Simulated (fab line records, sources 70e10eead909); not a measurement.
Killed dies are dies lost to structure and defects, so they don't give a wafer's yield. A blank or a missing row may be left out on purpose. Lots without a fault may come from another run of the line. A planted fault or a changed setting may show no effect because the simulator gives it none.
A struck lot beside a sound one | flow nand_harc | 43 steps out of a route of 1159
Sound: wafers L276.2, L276.4, L276.5. Struck: wafers L278.2, L278.5, L278.6. The cause comes at the end.
At each step with rows: each side's tool, then ch and its chambers, then its first start. Under that, the readings that differ: sound wafers | struck wafers | difference of the means | sigmas: that difference in standard deviations of wafers without a fault.
alike: readings whose means differ by less than 2 such deviations, and words and numbers that are the same on both sides. not compared: withheld readings, readings that some wafer has no value for, bounds like >300 that may hide the same value, and numbers for which the record gives no deviation and whose values overlap.
The two part at a step that has a row with sigmas, a row that says differs or no value, or rows on one side only. Numbers that don't overlap but have no deviation are shown without sigmas and don't part them. A reading that every wafer of one side lacks parts them only if that side has two wafers or more.

first, 5 steps without rows for these wafers: NHARC_A_CONTACT_SOFTBAKE_37 (time 55 s); NHARC_A_CONTACT_EBR_38; NHARC_A_CONTACT_EXPOSE_39 (exposes mask A CC 3); NHARC_A_CONTACT_PEB_40 (peb time 65 s); NHARC_A_CONTACT_DEVELOP_41 (develop time 35 s).
NHARC_A_CONTACT_CD_MEAS_42: target cd 200 nm.
  sound on cd_sem-03 ch 0, day 18 23:02; struck on cd_sem-03 ch 0, day 19 09:20
  alike: cd_nm
NHARC_A_CONTACT_OVL_MEAS_43:
  sound on overlay-02, day 18 23:08; struck on overlay-02, day 19 09:25
  alike: overlay_x_nm, overlay_y_nm
NHARC_A_CONTACT_INSPECT_44:
  sound on defect_inspect-01, day 18 23:10; struck on defect_inspect-02, day 19 09:27
  alike: raw_defect_count
then, 4 steps without rows for these wafers: NHARC_A_CONTACT_DESCUM_47 (chemistry O2, time 3 s); NHARC_A_CONTACT_ETCH_48 (etches the open film in CF4, target depth 39 nm, time 65 s); NHARC_A_CONTACT_ETCH_49 (etches the open film in N2/H2, target depth 260 nm, time 475.3 s); NHARC_A_CONTACT_ETCH_50 (etches the open film in CF4/CHF3, target depth 84.7 nm, time 42.4 s).
NHARC_A_CONTACT_ETCH_51: etches the open film in O2/COS, target depth 3600 nm, time 936 s.
  sound on rie_diel-10 ch 0,2, day 18 23:51; struck on rie_diel-10 ch 0,3, day 19 10:17
  alike: cos_flow_sccm, drypump_motor_current_A, mfc_ar_sccm, oes_product_au, rf_vpp_V, showerhead_plenum_p_Torr, throttle_valve_pct
  not compared: rf_hours_counter_h
then, 1 step without rows for these wafers: NHARC_A_CONTACT_ETCH_111 (etches the open film in C4F8/O2/Ar, time 140 s, target depth 700 nm).
NHARC_A_CONTACT_ETCH_112: etches the open film in C4F8/O2/Ar, time 94 s, target depth 922 nm.
  sound on har_cap_etch-01 ch 0,1, day 19 00:44; struck on har_cap_etch-01 ch 0,1, day 19 11:09
  not compared: rf_hours_counter_h
NHARC_A_CONTACT_ETCH_113: etches the open film in C4F8/O2/Ar, time 94 s, target depth 922 nm.
  sound on har_cap_etch-01 ch 0,1, day 19 00:49; struck on har_cap_etch-01 ch 0,1, day 19 11:14
  not compared: rf_hours_counter_h
then, 11 steps without rows for these wafers: NHARC_A_CONTACT_ETCH_114 (etches the open film in C4F8/O2/Ar, time 94 s, target depth 922 nm); NHARC_A_CONTACT_ETCH_115 (etches the open film in C4F8/O2/Ar, time 94 s, target depth 922 nm); NHARC_A_CONTACT_ETCH_116 (etches the open film in C4F8/O2/Ar, time 94 s, target depth 922 nm); NHARC_A_CONTACT_ETCH_117 (etches the open film in C4F8/O2/Ar, time 94 s, target depth 922 nm); NHARC_A_CONTACT_ETCH_118 (etches the open film in C4F8/O2/Ar, time 94 s, target depth 922 nm); NHARC_A_CONTACT_ETCH_119 (etches the open film in C4F8/O2/Ar, time 94 s, target depth 922 nm); NHARC_A_CONTACT_ETCH_120 (etches the open film in C4F8/O2/Ar, time 94 s, target depth 922 nm); NHARC_A_CONTACT_ETCH_121 (etches the open film in C4F8/O2/Ar, time 94 s, target depth 922 nm); NHARC_A_CONTACT_ETCH_122 (etches the open film in C4F8/O2/Ar, time 95 s, target depth 930 nm); NHARC_A_CONTACT_ETCH_123 (etches the open film in C4F8/O2/Ar, time 253 s, target depth 1090 nm); NHARC_A_CONTACT_ETCH_90 (etches the open film in CH3F/O2, target depth 40 nm, time 85.7 s).
NHARC_A_CONTACT_ETCH_96: etches the open film in C4F6/O2, target depth 20 nm, time 10 s.
  sound on rie_diel-10 ch 0,2,3; struck on rie_diel-03 ch 0,3
  alike: drypump_motor_current_A, mfc_ar_sccm, oes_product_au, rf_vpp_V, showerhead_plenum_p_Torr, throttle_valve_pct
  not compared: rf_hours_counter_h
NHARC_A_CONTACT_CD_MEAS_53:
  sound on cd_sem-02, day 19 02:32; struck on cd_sem-01, day 19 12:59
  alike: cd_nm
then, 6 steps without rows for these wafers: NHARC_A_CONTACT_STRIP_99 (strips in N2/H2); NHARC_A_CONTACT_STRIP_100 (strips in CF4/CHF3); NHARC_A_CONTACT_STRIP_101 (strips in O2/COS); NHARC_A_CONTACT_ETCH_102 (etches the open film in CF4/O2, target depth 70 nm, overetch 7 nm, time 38.5 s); NHARC_A_CONTACT_STRIP_55 (strips in O2); NHARC_A_CONTACT_STRIP_56 (strips in post etch residue remover, time 600 s).
NHARC_A_CONTACT_DEP_57: deposits aC, target thk 2800 nm.
  sound on acl_dep-02 ch 0, day 19 04:40; struck on acl_dep-03 ch 0, day 19 17:00
  alike: throttle_valve_pct
NHARC_A_CONTACT_DEP_58: deposits SiON, target thk 60 nm.
  sound on pecvd-01 ch 0,1, day 19 06:11; struck on pecvd-02 ch 0,1,2, day 19 18:31
  alike: heater_power_w, showerhead_vpp_V
then, 5 steps without rows for these wafers: NHARC_A_CONTACT_DEHYDRATE_59 (time 120 s); NHARC_A_CONTACT_HMDS_60 (time 30 s); NHARC_A_CONTACT_COAT_61 (time 75 s); NHARC_A_CONTACT_COAT_62 (time 65 s); NHARC_A_CONTACT_COAT_63 (resist thk 90 nm).
-- the record jumps here: 3 days lie between the struck wafers' starts before and after (it left off in module A_CONTACT and takes up again in module END, whose first step shown is number 1159 of the route) --
NHARC_END_SORT_01:
  the record has rows for the struck wafers here (prober-02 ch 0, day 22 17:37) and none for the sound ones

WHERE THEY PART
Only at NHARC_END_SORT_01, within this record.

WHY: what the simulator had put in
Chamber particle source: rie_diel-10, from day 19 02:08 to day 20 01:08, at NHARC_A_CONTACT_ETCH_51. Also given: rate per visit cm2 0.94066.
